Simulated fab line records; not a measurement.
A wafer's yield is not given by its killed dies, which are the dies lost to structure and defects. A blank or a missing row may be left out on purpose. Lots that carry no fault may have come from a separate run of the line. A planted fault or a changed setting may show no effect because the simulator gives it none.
Chamber matching -- flow nand harc -- cmp-01 running NHARC_P_BONDPAD_CMP_32: 4 sister chambers
The step polishes SiCN, target thk 200 nm. 8 wafers are shown with their chamber, then 8 later ones without.

WAFERS WITH THEIR CHAMBER
wafer,chamber,motor current A (A),edge zone pressure frac
L080.5,2,10.9,1.000
L081.6,1,12.0,1.001
L084.1,2,10.4,1.002
L084.3,3,13.1,0.996
L088.2,0,12.1,0.995
L088.4,1,12.6,1.003
L088.5,3,12.7,1.005
L090.2,0,12.8,1.000

WAFERS WHOSE CHAMBER IS MISSING
wafer,motor current A (A),edge zone pressure frac
L090.3,10.0,1.002
L090.4,12.5,1.002
L091.2,12.7,0.997
L091.4,10.3,0.999
L091.5,11.8,0.997
L092.1,12.9,0.999
L092.3,12.7,0.999
L092.6,13.1,0.996

CHAMBER TAKEN BY EACH
wafer,from the rows above,in truth
L090.3,2,2
L090.4,can't be placed: 1 or 3 or 0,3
L091.2,can't be placed: 0 or 3 or 1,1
L091.4,2,2
L091.5,can't be placed: 0 or 1 or 3 or 2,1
L092.1,can't be placed: 3 or 0 or 1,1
L092.3,can't be placed: 3 or 0 or 1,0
L092.6,can't be placed: 3 or 0 or 1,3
2 of 8 placed correctly. Unplaceable from these rows: 6, with the true chamber sitting among the candidates in 6. 0 placed wrongly.
How it was worked out, from the rows above alone: a wafer's distance from a chamber is the root of the sum, over the readings, of the square of ((its reading less the chamber's mean) divided by the reading's scatter). The wafer belongs to the nearest chamber; if the next one is less than 2 further off, it can't be placed. The mean given for a chamber averages the wafers shown for that chamber. How the scatter is found: for the shown wafers, subtract from each reading the mean of its chamber, square and add these, divide the total by (wafers less chambers), then take the root.
